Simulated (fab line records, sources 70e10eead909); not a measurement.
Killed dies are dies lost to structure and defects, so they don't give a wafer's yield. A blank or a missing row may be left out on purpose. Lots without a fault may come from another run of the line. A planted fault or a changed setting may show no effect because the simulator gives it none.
Chamber matching | flow nand_harc | NHARC_P_M0_ETCH_34 on rie_diel-02: 4 sister chambers
The step etches the open film in N2/H2, target depth 40 nm, overetch 12 nm, time 43.94 s. 45 wafers are shown with their chamber, then 12 later ones without.

WAFERS WITH THEIR CHAMBER
wafer  | chamber | showerhead_plenum_p_Torr (Torr) | drypump_motor_current_A (A) | rf_vpp_V (V)
L074.1 | 2       | 1.91                            | 5.8                         | 427
L074.4 | 1       | 1.92                            | 5.7                         | 427
L074.6 | 0       | 2.19                            | 6.0                         | 434
L075.3 | 1       | 1.92                            | 5.7                         | 427
L075.4 | 2       | 1.91                            | 5.8                         | 427
L075.6 | 2       | 1.91                            | 5.8                         | 426
L075.1 | 3       | 1.93                            | 5.9                         | 426
L075.2 | 0       | 2.19                            | 6.0                         | 435
L075.5 | 3       | 1.93                            | 5.9                         | 428
L076.1 | 1       | 1.92                            | 5.7                         | 428
L076.2 | 0       | 2.19                            | 6.0                         | 434
L076.3 | 3       | 1.93                            | 5.9                         | 428
L078.2 | 3       | 1.93                            | 5.9                         | 428
L078.5 | 0       | 2.18                            | 6.0                         | 435
L078.6 | 3       | 1.93                            | 5.8                         | 427
L077.1 | 3       | 1.93                            | 5.9                         | 426
L077.2 | 0       | 2.18                            | 6.0                         | 435
L077.5 | 3       | 1.93                            | 5.9                         | 428
L079.1 | 1       | 1.92                            | 5.7                         | 426
L079.5 | 1       | 1.92                            | 5.7                         | 428
L079.6 | 2       | 1.91                            | 5.8                         | 426
L082.1 | 0       | 2.18                            | 6.0                         | 434
L082.2 | 2       | 1.91                            | 5.8                         | 426
L082.6 | 0       | 2.18                            | 6.0                         | 434
L084.3 | 1       | 1.92                            | 5.7                         | 425
L084.4 | 2       | 1.90                            | 5.8                         | 427
L084.5 | 3       | 1.92                            | 5.8                         | 427
L085.2 | 1       | 1.92                            | 5.7                         | 426
L085.4 | 3       | 1.92                            | 5.9                         | 427
L085.6 | 1       | 1.92                            | 5.7                         | 425
L086.3 | 0       | 2.18                            | 6.0                         | 434
L086.4 | 2       | 1.90                            | 5.8                         | 427
L086.6 | 3       | 1.92                            | 5.9                         | 430
L087.1 | 1       | 1.92                            | 5.7                         | 427
L087.3 | 3       | 1.92                            | 5.9                         | 427
L087.4 | 2       | 1.90                            | 5.8                         | 425
L088.1 | 0       | 2.18                            | 6.0                         | 435
L088.3 | 3       | 1.92                            | 5.8                         | 427
L088.4 | 2       | 1.90                            | 5.8                         | 427
L089.1 | 0       | 2.18                            | 6.0                         | 435
L089.3 | 2       | 1.90                            | 5.8                         | 425
L089.4 | 1       | 1.92                            | 5.7                         | 428
L091.3 | 0       | 2.18                            | 6.0                         | 434
L091.5 | 3       | 1.92                            | 5.9                         | 428
L091.6 | 0       | 2.18                            | 6.0                         | 433

SIGNATURES (means of the wafers above)
reading                  | chamber 0 | chamber 1 | chamber 2 | chamber 3 | scatter within a chamber
showerhead_plenum_p_Torr | 2.1825    | 1.9200    | 1.9050    | 1.9254    | 0.00441
drypump_motor_current_A  | 6.000     | 5.700     | 5.800     | 5.877     | 0.0237
rf_vpp_V                 | 434.33    | 426.70    | 426.30    | 427.46    | 0.938
Rule: a wafer's distance from a chamber is the root of the sum, over the readings, of the square of ((its reading less the chamber's mean) divided by the reading's scatter). The wafer belongs to the nearest chamber; if the next one is less than 2 further off, it can't be placed. The scatter: the root of (the sum of the squares of (reading less its chamber's mean) over the shown wafers, divided by (wafers less chambers)).

WAFERS WITHOUT THEIR CHAMBER
wafer  | showerhead_plenum_p_Torr (Torr) | drypump_motor_current_A (A) | rf_vpp_V (V)
L093.1 | 1.91                            | 5.7                         | 427
L093.4 | 1.92                            | 5.9                         | 427
L093.6 | 2.18                            | 6.0                         | 434
L094.1 | 1.91                            | 5.7                         | 428
L094.2 | 1.90                            | 5.8                         | 426
L094.5 | 1.90                            | 5.8                         | 426
L096.2 | 1.91                            | 5.7                         | 427
L096.3 | 1.90                            | 5.8                         | 427
L096.4 | 1.90                            | 5.8                         | 427
L097.1 | 1.91                            | 5.7                         | 428
L097.3 | 1.90                            | 5.8                         | 427
L097.6 | 1.92                            | 5.9                         | 426

WHICH CHAMBER EACH WENT THROUGH
wafer  | from the rows above | in truth
L093.1 | 1                   | 1
L093.4 | 3                   | 3
L093.6 | 0                   | 0
L094.1 | 1                   | 1
L094.2 | 2                   | 2
L094.5 | 2                   | 2
L096.2 | 1                   | 1
L096.3 | 2                   | 2
L096.4 | 2                   | 2
L097.1 | 1                   | 1
L097.3 | 2                   | 2
L097.6 | 3                   | 3
Placed correctly: 12 of 12. Can't be placed from these rows: 0. Placed wrongly: 0.
